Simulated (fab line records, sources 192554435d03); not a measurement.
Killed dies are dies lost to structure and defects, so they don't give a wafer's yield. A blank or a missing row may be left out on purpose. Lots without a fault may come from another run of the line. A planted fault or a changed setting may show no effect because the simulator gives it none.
Chamber matching | flow n5_finfet | N5_SDB_HM_DEP_00 on pecvd-04: 3 sister chambers
The step deposits SiNx from SiH4/NH3/N2, target thk 40 nm, time 35.3 s. 3 wafers are shown with their chamber, then 11 later ones without.

WAFERS WITH THEIR CHAMBER
wafer  | chamber | throttle_valve_pct (%)
L084.3 | 1       | 41.9
L086.2 | 0       | 43.2
L088.2 | 2       | 37.9

WAFERS WITHOUT THEIR CHAMBER
wafer  | throttle_valve_pct (%)
L088.5 | 43.3
L088.6 | 38.0
L092.2 | 41.9
L092.4 | 41.9
L092.6 | 43.2
L095.1 | 38.0
L095.2 | 43.3
L095.5 | 43.2
L097.3 | 38.1
L097.5 | 43.4
L097.6 | 37.9

WHICH CHAMBER EACH WENT THROUGH
wafer  | from the rows above | in truth
L088.5 | 0                   | 0
L088.6 | 2                   | 2
L092.2 | 1                   | 1
L092.4 | 1                   | 1
L092.6 | 0                   | 0
L095.1 | 2                   | 2
L095.2 | 0                   | 0
L095.5 | 0                   | 0
L097.3 | 2                   | 2
L097.5 | 0                   | 0
L097.6 | 2                   | 2
Placed correctly: 11 of 11. Can't be placed from these rows: 0. Placed wrongly: 0.
How it was worked out, from the rows above alone: a wafer's distance from a chamber is the root of the sum, over the readings, of the square of ((its reading less the chamber's mean) divided by the reading's scatter). The wafer belongs to the nearest chamber; if the next one is less than 2 further off, it can't be placed. A chamber's mean is the mean of its shown wafers. The scatter: with one shown wafer a chamber, the root of the mean of the squares of how far each hidden wafer lies from its nearest shown one.
